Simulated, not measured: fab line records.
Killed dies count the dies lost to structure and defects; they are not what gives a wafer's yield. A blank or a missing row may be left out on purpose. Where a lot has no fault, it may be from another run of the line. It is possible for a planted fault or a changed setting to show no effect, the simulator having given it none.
fab line records    flow n5-finfet    part 2 of 2: steps 5 to 6 of 6
record lots=24  wafers=72  last-day=18
route steps=1938 shown MOL_CONTACT_COAG@622 BEOL_M0_SAQP@658
lots that met no fault: taken from a fault-free run of the same line
start-h: the number of hours between the record's first day and the start of the first shown wafer of the lot    wait-h: hours elapsed since this lot's preceding step    " as in the row above    L1.1+2: a single row standing in for several wafers    - no value present, or no start provided    * or withheld: withheld    < > ~ a bound
route shown NAME@n: NAME is a module with steps in the file, n the number in the route of the first one    usual: average and standard deviation across the fault-free wafers    same: alike in all rows    chamber/n: place in a boat    sites: per-site readings    _std_site: their standard deviation    _edge_site: inner sites' mean taken away from outer sites' mean    radius-mm: how far each site lies from the wafer's centre    mask NAME#n: copy n    behind: the tool/chamber that last shaped the wafer    hold: cause of the lot's hold/its duration in hours/its outcome    device: the transistor (n, p or np) that didn't switch    end of line: tests of these same wafers at the route's end    a step without rows: its recipe alone    killed: dies lost to structure and defects at the first sort, not the wafer's yield    map: dies across one wafer; x = killed, . = not, _ = none there
set.NAME: setting as actually run; set.NAME@STEP: the setting as run at that earlier step    model.NAME: the simulator's own value behind a step, which no gauge read
one table for each step of the route and one row for each wafer, over a sample of lots
services: the hour from which a tool's chamber was out of use, counted from the record's first day as start-h (under 0 if before that day), plus the number of hours and why
## steps
# step N5_BEOL_M0_SAQP_ALD_48
# recipe material=SiO2  target-thk-a=200  temp-c=100  ald-precursor-family=BDEAS  ald-co-reactant=O2-plasma  pulse-time-s=1  co-reactant-pulse-time-s=1  purge-time-s=2  co-reactant-purge-time-s=2  ald-cycles=139  pressure-torr=2
# usual chamber-pressure-Torr=2.000/0.0045  heater-power-w=78/8.8  precursor-pulse-height-rel=0.997/0.018
# same co-reactant-purge-time-s=2
lot.wafer  tool        chamber  start-h  wait-h  chamber-pressure-Torr  heater-power-w  precursor-pulse-height-rel
L074.1     ald-sin-04  0        116.32   0.0     2.002                  71              1.001
L074.4     "           1        "        "       2.001                  70              0.947
L074.6     "           2        "        "       1.998                  79              1.033
L075.2     ald-sin-04  0        122.14   0.5     2.002                  72              1.009
L075.3     "           1        "        "       1.994                  70              0.968
L075.6     "           0        "        "       2.002                  71              0.998
L076.1     ald-sin-03  0        135.13   0.0     1.995                  96              0.994
L076.3     "           2        "        "       1.992                  78              0.988
L076.6     "           0        "        "       2.003                  96              1.000
L078.2     ald-sin-03  0        138.50   1.1     1.999                  97              0.989
L078.3     "           3        "        "       2.007                  66              1.000
L078.5     "           3        "        "       2.005                  68              1.004
L077.2     ald-sin-01  3        143.19   0.0     1.996                  74              0.993
L077.4     "           0        "        "       2.000                  85              0.996
L077.6     "           0        "        "       2.005                  87              1.020
L079.1     ald-sin-04  3        145.82   0.0     1.999                  92              0.988
L079.5     "           2        "        "       2.000                  80              1.032
L079.6     "           1        "        "       2.003                  71              0.988
L080.1     ald-sin-04  0        148.39   0.0     1.995                  74              1.006
L080.3     "           1        "        "       2.007                  69              1.020
L080.5     "           1        "        "       2.000                  71              0.982
L081.1     ald-sin-04  2        153.69   0.5     2.002                  78              0.984
L081.2     "           1        "        "       2.001                  71              0.978
L081.4     "           1        "        "       2.002                  70              0.970
L082.2     ald-sin-04  1        156.42   0.0     1.987                  68              0.957
L082.3     "           0        "        "       2.002                  73              0.982
L082.4     "           1        "        "       2.003                  71              0.990
L083.1     ald-sin-04  3        168.13   0.0     1.996                  92              1.014
L083.5     "           0        "        "       1.997                  71              0.976
L083.6     "           3        "        "       1.990                  94              1.014
L084.3     ald-sin-03  1        175.87   0.0     1.995                  84              0.998
L084.4     "           2        "        "       2.004                  78              1.012
L084.6     "           0        "        "       1.996                  98              1.014
L085.1     ald-sin-01  0        180.77   0.3     2.002                  86              1.029
L085.3     "           1        "        "       2.004                  72              1.026
L085.5     "           1        "        "       1.997                  71              1.036
L086.1     ald-sin-04  3        191.69   0.0     2.002                  92              0.999
L086.3     "           2        "        "       1.993                  78              0.971
L086.6     "           3        "        "       2.006                  94              1.001
L087.2     ald-sin-03  2        194.39   0.0     2.001                  76              1.006
L087.5     "           1        "        "       1.998                  79              0.956
L087.6     "           2        "        "       1.999                  76              0.950
L088.1     ald-sin-01  2        200.87   0.0     2.000                  72              0.989
L088.4     "           3        "        "       2.000                  74              1.021
L088.5     "           2        "        "       1.999                  72              1.007
L089.1     ald-sin-01  0        201.84   0.0     1.996                  86              0.985
L089.4     "           1        "        "       2.011                  71              1.021
L089.6     "           1        "        "       2.010                  75              1.014
L090.3     ald-sin-01  3        209.63   0.1     1.994                  75              0.995
L090.4     "           1        "        "       2.002                  75              0.978
L090.6     "           3        "        "       1.999                  76              0.979
L091.2     ald-sin-01  3        213.03   0.0     2.002                  74              0.989
L091.3     "           0        "        "       2.005                  86              1.012
L091.5     "           1        "        "       1.997                  75              1.002
L092.1     ald-sin-04  2        222.83   0.0     1.996                  80              0.974
L092.2     "           1        "        "       1.993                  70              0.996
L092.5     "           2        "        "       2.002                  80              0.984
L093.3     ald-sin-03  0        224.02   1.0     2.005                  94              0.987
L093.5     "           0        "        "       2.003                  97              1.024
L093.6     "           3        "        "       1.999                  69              0.974
L094.2     ald-sin-01  2        239.50   0.4     2.000                  72              0.983
L094.3     "           1        "        "       2.004                  72              1.015
L094.6     "           1        "        "       2.008                  73              0.978
L095.2     ald-sin-03  2        240.49   0.0     2.005                  77              0.985
L095.5     "           2        "        "       2.012                  76              0.965
L095.6     "           3        "        "       2.001                  69              0.991
L096.4     ald-sin-03  1        249.75   0.0     1.996                  83              1.006
L096.5     "           0        "        "       2.005                  98              1.016
L096.6     "           1        "        "       2.002                  80              0.985
L097.2     ald-sin-03  3        252.05   1.1     1.997                  67              1.001
L097.3     "           2        "        "       2.002                  76              1.005
L097.6     "           1        "        "       1.994                  78              0.992
# step N5_BEOL_M0_SAQP_STRIP_75
# recipe chemistry=CF4  resist=SiARC  power-w=300  bias-power-w=75  pressure-mtorr=50  cf4-flow-sccm=150  rf-frequency-hz=6e+07
# usual chamber-pressure-mTorr=50.00/0.046  drypump-motor-current-A=5.9/0.52  oes-product-au=0.187/0.016  rf-vpp-V=271.5/1.4  showerhead-plenum-p-Torr=1.80/0.049  throttle-valve-pct=13.44/0.23
lot.wafer  tool         chamber  start-h  wait-h  chamber-pressure-mTorr  drypump-motor-current-A  oes-product-au  rf-hours-counter-h  rf-vpp-V  showerhead-plenum-p-Torr  throttle-valve-pct
L074.1     rie-diel-05  2        116.99   0.1     49.98                   5.0                      0.200           50                  271.4     1.75                      13.46
L074.4     "            0        "        "       50.03                   5.1                      0.164           170                 269.3     1.72                      13.52
L074.6     "            1        "        "       49.92                   5.9                      0.157           -                   272.1     1.83                      13.53
L075.2     rie-diel-05  0        122.77   0.1     49.96                   5.1                      0.173           170                 269.6     1.72                      13.50
L075.3     "            1        "        "       49.98                   6.0                      0.153           230                 273.3     1.83                      13.54
L075.6     "            0        "        "       50.05                   5.1                      0.167           -                   270.7     1.72                      13.50
L076.1     rie-diel-05  0        135.90   0.1     49.97                   5.1                      0.174           174                 270.7     1.72                      13.53
L076.3     "            2        "        "       49.97                   5.0                      0.204           56                  272.1     1.75                      13.47
L076.6     "            3        "        "       50.02                   5.7                      0.170           -                   273.7     1.86                      13.92
L078.2     rie-diel-01  1        139.13   0.1     49.96                   5.4                      0.212           17                  271.1     1.76                      13.15
L078.3     "            2        "        "       49.96                   5.2                      0.222           3                   271.7     1.74                      13.07
L078.5     "            1        "        "       50.03                   5.4                      0.210           -                   271.3     1.76                      13.14
L077.2     rie-diel-03  3        143.82   0.1     49.96                   6.6                      0.206           19                  273.0     1.87                      13.12
L077.4     "            0        "        "       49.97                   6.0                      0.191           48                  271.5     1.81                      13.41
L077.6     "            3        "        "       49.92                   6.6                      0.214           -                   273.4     1.87                      13.12
L079.1     rie-diel-03  2        146.60   0.1     49.94                   5.8                      0.181           97                  271.4     1.79                      13.41
L079.5     "            3        "        "       49.99                   6.5                      0.211           -                   273.6     1.87                      13.13
L079.6     "            2        "        "       49.98                   5.8                      0.188           -                   270.4     1.79                      13.38
L080.1     rie-diel-03  2        149.06   0.1     50.02                   5.8                      0.181           98                  271.3     1.79                      13.40
L080.3     "            1        "        "       50.02                   6.6                      0.184           145                 271.4     1.79                      13.66
L080.5     "            3        "        "       49.92                   6.5                      0.219           -                   272.6     1.87                      13.13
L081.1     rie-diel-01  2        154.32   0.1     49.96                   5.2                      0.221           10                  270.3     1.74                      13.09
L081.2     "            1        "        "       49.90                   5.4                      0.204           24                  270.4     1.76                      13.17
L081.4     "            3        "        "       50.00                   6.0                      0.201           40                  271.5     1.83                      13.41
L082.2     rie-diel-05  2        157.05   0.1     50.01                   5.0                      0.201           62                  270.1     1.75                      13.48
L082.3     "            0        "        "       49.94                   5.1                      0.164           181                 269.9     1.72                      13.55
L082.4     "            1        "        "       49.93                   6.0                      0.156           241                 271.8     1.83                      13.55
L083.1     rie-diel-03  2        168.76   0.1     49.98                   5.8                      0.183           105                 272.1     1.79                      13.41
L083.5     "            0        "        "       50.05                   6.0                      0.193           -                   271.1     1.80                      13.44
L083.6     "            3        "        "       49.99                   6.5                      0.209           -                   274.2     1.87                      13.14
L084.3     rie-diel-03  2        176.50   0.1     50.03                   5.8                      0.181           107                 273.6     1.79                      13.43
L084.4     "            3        "        "       50.05                   6.5                      0.206           29                  272.7     1.87                      13.14
L084.6     "            2        "        "       50.02                   5.8                      0.182           -                   271.3     1.79                      13.42
L085.1     rie-diel-03  2        181.48   0.1     50.12                   5.8                      0.180           109                 272.3     1.79                      13.42
L085.3     "            0        "        "       49.94                   6.1                      0.193           61                  271.1     1.80                      13.45
L085.5     "            2        "        "       50.03                   5.8                      0.178           -                   271.0     1.79                      13.43
L086.1     rie-diel-03  3        192.44   0.1     50.00                   6.5                      0.204           34                  273.6     1.87                      13.15
L086.3     "            0        "        "       50.18                   6.0                      0.190           64                  270.7     1.80                      13.45
L086.6     "            0        "        "       50.07                   6.1                      0.188           -                   272.8     1.80                      13.43
L087.2     rie-diel-03  2        195.06   0.1     49.91                   5.8                      0.182           114                 270.0     1.79                      13.45
L087.5     "            2        "        "       49.95                   5.8                      0.180           -                   272.0     1.79                      13.44
L087.6     "            3        "        "       49.91                   6.5                      0.201           -                   273.8     1.87                      13.15
L088.1     rie-diel-03  3        201.49   0.1     50.02                   6.5                      0.207           39                  274.4     1.87                      13.17
L088.4     "            1        "        "       49.93                   6.6                      0.175           164                 271.3     1.79                      13.69
L088.5     "            0        "        "       50.05                   6.0                      0.188           -                   272.4     1.80                      13.45
L089.1     rie-diel-03  2        202.53   0.1     50.02                   5.8                      0.172           118                 269.3     1.79                      13.43
L089.4     "            0        "        "       49.95                   6.1                      0.189           68                  271.8     1.80                      13.47
L089.6     "            0        "        "       49.97                   6.1                      0.196           -                   272.2     1.80                      13.47
L090.3     rie-diel-01  3        210.30   0.1     50.02                   6.0                      0.189           61                  272.3     1.82                      13.47
L090.4     "            2        "        "       49.99                   5.3                      0.205           31                  268.6     1.74                      13.15
L090.6     "            3        "        "       49.96                   6.0                      0.188           -                   272.7     1.82                      13.48
L091.2     rie-diel-05  0        213.66   0.1     50.01                   5.1                      0.164           190                 268.4     1.71                      13.55
L091.3     "            2        "        "       49.94                   5.0                      0.196           75                  270.3     1.74                      13.53
L091.5     "            0        "        "       50.05                   5.2                      0.171           -                   269.3     1.71                      13.56
L092.1     rie-diel-03  1        223.46   0.1     49.94                   6.6                      0.176           171                 270.6     1.78                      13.71
L092.2     "            0        "        "       50.05                   6.0                      0.185           76                  272.0     1.80                      13.49
L092.5     "            2        "        "       49.99                   5.8                      0.176           -                   271.0     1.79                      13.47
L093.3     rie-diel-05  0        224.64   0.1     49.99                   5.1                      0.167           194                 271.1     1.71                      13.57
L093.5     "            0        "        "       50.01                   5.1                      0.165           -                   268.5     1.71                      13.58
L093.6     "            2        "        "       49.99                   5.0                      0.191           -                   270.5     1.74                      13.51
L094.2     rie-diel-01  1        240.13   0.1     49.98                   5.4                      0.194           52                  270.2     1.75                      13.20
L094.3     "            2        "        "       49.99                   5.2                      0.209           38                  270.2     1.73                      13.16
L094.6     "            3        "        "       49.93                   6.0                      0.191           -                   272.0     1.82                      13.49
L095.2     rie-diel-05  3        241.11   0.1     49.97                   5.8                      0.162           214                 273.2     1.85                      13.99
L095.5     "            0        "        "       50.04                   5.1                      0.164           -                   271.0     1.71                      13.58
L095.6     "            2        "        "       50.00                   5.0                      0.190           -                   270.1     1.74                      13.53
L096.4     rie-diel-03  0        250.38   0.1     49.90                   6.1                      0.190           82                  269.8     1.80                      13.49
L096.5     "            3        "        "       50.01                   6.5                      0.190           -                   273.2     1.86                      13.20
L096.6     "            0        "        "       50.03                   6.0                      0.181           -                   271.5     1.80                      13.49
L097.2     rie-diel-03  3        252.67   0.1     49.95                   6.5                      0.202           54                  272.8     1.86                      13.20
L097.3     "            0        "        "       49.98                   6.0                      0.193           83                  271.8     1.80                      13.49
L097.6     "            0        "        "       49.97                   6.0                      0.190           -                   271.3     1.80                      13.49
## services
tool         chamber  start-h  hours  kind
cmp-01       -        81.62    1.6    repair
ald-sin-01   -        85.25    14.0   pm
cmp-03       -        87.43    4.6    repair
rie-si-04    1        91.15    37.1   repair
ald-sin-03   -        107.42   14.6   pm
rie-diel-05  0        118.41   3.1    repair
ald-sin-03   -        123.64   3.7    repair
ald-sin-03   -        129.82   1.7    repair
rie-diel-03  -        134.45   2.8    pm
rie-diel-05  -        139.00   2.8    pm
ald-sin-04   3        148.02   13.1   repair
rie-diel-05  3        158.44   5.2    repair
ald-sin-03   -        176.92   14.0   pm
rie-diel-05  -        183.76   15.6   pm
rie-si-04    -        194.81   2.8    pm
rie-diel-05  0        200.72   8.9    repair
ald-sin-03   2        202.10   28.3   repair
rie-diel-05  1        203.12   7.6    repair
rie-diel-05  3        215.05   2.0    repair
cmp-03       -        226.70   1.3    repair
cmp-01       -        228.38   0.4    repair
rie-si-05    3        237.35   43.6   repair
rie-si-04    -        244.62   0.3    repair
cmp-01       -        251.56   4.0    pm
